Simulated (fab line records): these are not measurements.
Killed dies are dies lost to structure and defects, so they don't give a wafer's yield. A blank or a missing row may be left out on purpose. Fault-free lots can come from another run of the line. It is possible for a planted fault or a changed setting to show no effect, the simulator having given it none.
Chamber matching    flow n5Finfet    N5_BEOL_M9_CVD_78 on cvdCo-01: 3 sister chambers
The step deposits Co from CCTBA/H2, target thk 2 nm, time 138.9 s. 6 wafers are shown with their chamber, then 7 later ones without.

## EACH WAFER AND ITS CHAMBER
wafer   chamber  runLengthS (s)
L149.3  2        160.5
L156.2  1        161.3
L156.3  0        160.8
L156.4  1        160.5
L165.2  2        160.5
L165.3  0        161.1

## WAFERS WITHOUT THEIR CHAMBER
wafer   runLengthS (s)
L165.4  161.1
L168.2  160.6
L168.3  160.6
L168.5  160.7
L167.1  160.6
L167.3  160.8
L167.5  160.4

## WHICH CHAMBER EACH ONE RAN IN
wafer   from the rows above           in truth
L165.4  can't be placed: 0 or 1 or 2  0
L168.2  can't be placed: 2 or 1 or 0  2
L168.3  can't be placed: 2 or 1 or 0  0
L168.5  can't be placed: 2 or 1 or 0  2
L167.1  can't be placed: 2 or 1 or 0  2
L167.3  can't be placed: 1 or 0 or 2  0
L167.5  can't be placed: 2 or 1 or 0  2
Correctly placed: 0 of 7. Unplaceable from these rows: 7, with the true chamber sitting among the candidates in 7. Number placed wrongly: 0.
How it was worked out, from the rows above alone: a wafer's distance from a chamber is the root of the sum, over the readings, of the square of ((its reading less the chamber's mean) divided by the reading's scatter). The wafer belongs to the nearest chamber; if the next one is less than 2 further off, it can't be placed. For every chamber, the mean is computed from those of its wafers that are shown. The scatter: the root of (the sum of the squares of (reading less its chamber's mean) over the shown wafers, divided by (wafers less chambers)).
